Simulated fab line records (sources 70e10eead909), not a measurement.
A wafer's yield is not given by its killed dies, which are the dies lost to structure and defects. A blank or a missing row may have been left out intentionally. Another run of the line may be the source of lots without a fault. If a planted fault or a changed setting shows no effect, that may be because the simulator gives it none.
Chamber matching	flow nand harc	rie diel-13 running NHARC_P_CONTACT_DESCUM_17: 4 sister chambers
The step chemistry O2, time 3 s. 7 wafers are shown with their chamber, then 7 later ones without.

== WAFERS WITH THEIR CHAMBER ==
wafer	chamber	drypump motor current A (A)	showerhead plenum p Torr (Torr)
L077.4	1	4.8	2.03
L077.5	2	5.6	2.02
L078.4	2	5.6	2.01
L083.5	0	5.6	1.91
L083.6	3	6.5	2.00
L089.1	3	6.4	2.00
L089.3	1	4.8	2.03

== WAFERS WHOSE CHAMBER IS MISSING ==
wafer	drypump motor current A (A)	showerhead plenum p Torr (Torr)
L089.6	5.6	2.01
L093.1	6.4	2.00
L093.3	5.6	1.91
L093.5	5.6	1.91
L094.2	4.8	2.02
L094.4	5.6	2.01
L094.6	4.8	2.03

== WHICH CHAMBER EACH ONE RAN IN ==
wafer	from the rows above	in truth
L089.6	2	2
L093.1	3	3
L093.3	0	0
L093.5	0	0
L094.2	1	1
L094.4	2	2
L094.6	1	1
Correct placement for 7 of the 7. Number that these rows cannot place: 0. Placed wrongly: 0.
How it was worked out, from the rows above alone: a wafer's distance from a chamber is the root of the sum, over the readings, of the square of ((its reading less the chamber's mean) divided by the reading's scatter). The wafer belongs to the nearest chamber; if the next one is less than 2 further off, it can't be placed. The mean given for a chamber averages the wafers shown for that chamber. The scatter: take each reading less its chamber's mean, square it, sum over the shown wafers, divide by the number of wafers less the number of chambers, and take the root.
